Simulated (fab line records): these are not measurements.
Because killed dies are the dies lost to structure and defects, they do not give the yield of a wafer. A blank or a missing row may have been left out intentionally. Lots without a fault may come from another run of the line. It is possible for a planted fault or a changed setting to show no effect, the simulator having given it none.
Matching of chambers | flow nand-harc | NHARC_A_CHANNEL_FILL_D2_ALD_25 on ald-hk-01: 4 sister chambers
The step deposits SiOx, target thk 60 nm, pulse time 10 s, ald cycles 600. 18 wafers are shown with their chamber, then 9 later ones without.

EACH WAFER AND ITS CHAMBER
wafer  | chamber | heater-power-w (W) | precursor-pulse-height-rel
L074.2 | 1       | 410                | 0.996
L074.5 | 3       | 384                | 0.999
L074.6 | 0       | 432                | 0.988
L075.2 | 1       | 413                | 0.987
L075.1 | 3       | 385                | 1.041
L075.5 | 2       | 399                | 0.983
L077.4 | 0       | 434                | 1.006
L077.5 | 0       | 433                | 1.013
L077.6 | 3       | 392                | 1.013
L081.1 | 0       | 430                | 1.023
L081.3 | 1       | 408                | 0.981
L081.5 | 3       | 392                | 1.005
L084.3 | 2       | 403                | 1.004
L084.5 | 0       | 426                | 1.018
L084.6 | 1       | 400                | 1.018
L085.2 | 2       | 414                | 1.009
L085.3 | 3       | 383                | 1.022
L085.5 | 2       | 401                | 1.002

SIGNATURES (means of the wafers above)
reading                    | chamber 0 | chamber 1 | chamber 2 | chamber 3 | scatter within a chamber
heater-power-w             | 431.00    | 407.75    | 404.25    | 387.20    | 4.97
precursor-pulse-height-rel | 1.00960   | 0.99550   | 0.99950   | 1.01600   | 0.0146
Rule: for each reading, subtract the chamber's mean from the wafer's reading, divide by that reading's scatter and square the result; add these up over the readings and take the root, which gives the wafer's distance from the chamber. The wafer belongs to the nearest chamber; if the next one is less than 2 further off, it can't be placed. The scatter: the root of (the sum of the squares of (reading less its chamber's mean) over the shown wafers, divided by (wafers less chambers)).

WAFERS WITHOUT THEIR CHAMBER
wafer  | heater-power-w (W) | precursor-pulse-height-rel
L086.1 | 403                | 0.994
L086.3 | 396                | 0.969
L086.6 | 389                | 0.955
L089.2 | 383                | 1.022
L089.3 | 437                | 1.013
L089.4 | 400                | 0.992
L091.2 | 406                | 0.992
L091.5 | 389                | 0.987
L091.6 | 421                | 0.992

CHAMBER TAKEN BY EACH
wafer  | from the rows above          | in truth
L086.1 | can't be placed: 2 or 1      | 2
L086.3 | can't be placed: 2 or 1 or 3 | 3
L086.6 | can't be placed: 3 or 2 or 1 | 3
L089.2 | 3                            | 3
L089.3 | 0                            | 0
L089.4 | can't be placed: 2 or 1      | 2
L091.2 | can't be placed: 1 or 2      | 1
L091.5 | can't be placed: 3 or 2 or 1 | 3
L091.6 | can't be placed: 0 or 1 or 2 | 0
Correct placement for 2 of the 9. Cannot be placed on the basis of these rows: 7; the candidates contain the true chamber in 7. Placed wrongly: 0.
